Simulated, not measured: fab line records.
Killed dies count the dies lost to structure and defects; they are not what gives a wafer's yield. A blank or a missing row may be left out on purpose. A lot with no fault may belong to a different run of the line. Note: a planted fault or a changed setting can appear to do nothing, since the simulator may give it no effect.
Split-lot study | flow n5Finfet | 7 lots, 21 wafers read, on a route of 1938 steps

## THE SPLIT ITSELF
At N5_BEOL_M15_SPUTTER_43 (material TaN, target thk 15 nm, time 24.19 s), the setting timeS was moved away from the recipe's 24.19 s on 5 of the 21 wafers read, by -7.6% to +14.4%. This setting was run at the recipe's value on the other wafers.

Reading taken at the split's own step.

## THE READING
TaN_of_BEOL_M15_SPUTTER_43.thkNm (the simulator's own value, which no gauge read), in nm, at N5_BEOL_M15_SPUTTER_43 (material TaN, target thk 15 nm, time 24.19 s). The file does not state a usual value for it. Across the 16 wafers here that went through the recipe, the average is 15.2 nm and the standard deviation 0.19 nm.

wafer  | tool, chamber at the split | timeS as run, s | against the recipe | TaN_of_BEOL_M15_SPUTTER_43.thkNm, nm | against lot-mates on the recipe
L083.3 | pvdSputter-03, -           | 24.19           | recipe             | 14.8                                 | -
L083.4 | pvdSputter-03, -           | 22.36           | -7.6%              | 13.8                                 | -1.0
L083.6 | pvdSputter-03, -           | 22.36           | -7.6%              | 13.8                                 | -1.0
L090.1 | pvdSputter-03, -           | 24.19           | recipe             | 15                                   | -
L090.2 | pvdSputter-03, -           | 24.19           | recipe             | 15.2                                 | -
L090.6 | pvdSputter-03, -           | 24.19           | recipe             | 15.2                                 | -
L091.2 | pvdSputter-03, -           | 27.17           | +12.3%             | 17.2                                 | +1.8
L091.4 | pvdSputter-03, -           | 24.19           | recipe             | 15.4                                 | -
L091.5 | pvdSputter-03, -           | 24.19           | recipe             | 15.4                                 | -
L089.2 | pvdSputter-03, -           | 24.19           | recipe             | 15                                   | -
L089.5 | pvdSputter-03, -           | 24.19           | recipe             | 15                                   | -
L089.6 | pvdSputter-03, -           | 24.19           | recipe             | 15.2                                 | -
L092.1 | pvdSputter-02, -           | 24.19           | recipe             | 15.4                                 | -
L092.3 | pvdSputter-02, -           | 24.19           | recipe             | 15.2                                 | -
L092.5 | pvdSputter-02, -           | 27.67           | +14.4%             | 17.8                                 | +2.5
L094.2 | pvdSputter-01, -           | 24.19           | recipe             | 15.2                                 | -
L094.4 | pvdSputter-01, -           | 22.99           | -5.0%              | 13.8                                 | -1.3
L094.6 | pvdSputter-01, -           | 24.19           | recipe             | 15                                   | -
L097.1 | pvdSputter-02, -           | 24.19           | recipe             | 15                                   | -
L097.2 | pvdSputter-02, -           | 24.19           | recipe             | 15.4                                 | -
L097.4 | pvdSputter-02, -           | 24.19           | recipe             | 15.4                                 | -

FIT RESULTS
A straight line over all 21 wafers: TaN_of_BEOL_M15_SPUTTER_43.thkNm changes by +0.182 nm for each +1% of timeS; r = +0.98; the points scatter about the line by 0.2 nm.
The same after taking each lot's own level away (the mean of its wafers on the recipe; 21 wafers): +0.16 nm for each +1%; r = +0.98; scatter 0.18 nm.
According to that fit, moving timeS by its largest amount changes the reading by 2.3 nm.
Measured against the standard deviation above, the lots' own levels, which go from 14.80 to 15.40 nm, span 3.2 times it.
In other words, the slope is changed by the lot-to-lot level; the two fits disagree.
Check: +2.14 nm against its lot-mates is what the line predicts for one of the wafers moved furthest among these (+14.4%) when that wafer is left out of the fit. Against them it came out at +2.5 nm.

## THE OTHER SPLITS THESE WAFERS WENT THROUGH
Note: prior to the reading, these wafers also went through further splits. Each is held against what the fit with the lots' levels taken away leaves over:
other split on the same wafers   | wafers away from the commonest value | r with TaN_of_BEOL_M15_SPUTTER_43.thkNm (lot level and that fit taken away)
N5_BEOL_M13_COAT_04 spinRpm      | 4                                    | -0.05
N5_BEOL_M14_TRENCH_ETCH_34 biasW | 8                                    | -0.01
N5_BEOL_M15_TRENCH_ETCH_34 biasW | 8                                    | -0.43

## FILE'S OWN FIT
TaN_of_BEOL_M15_SPUTTER_43.thkNm changes by +0.164 nm for each +1% of timeS, r = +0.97.
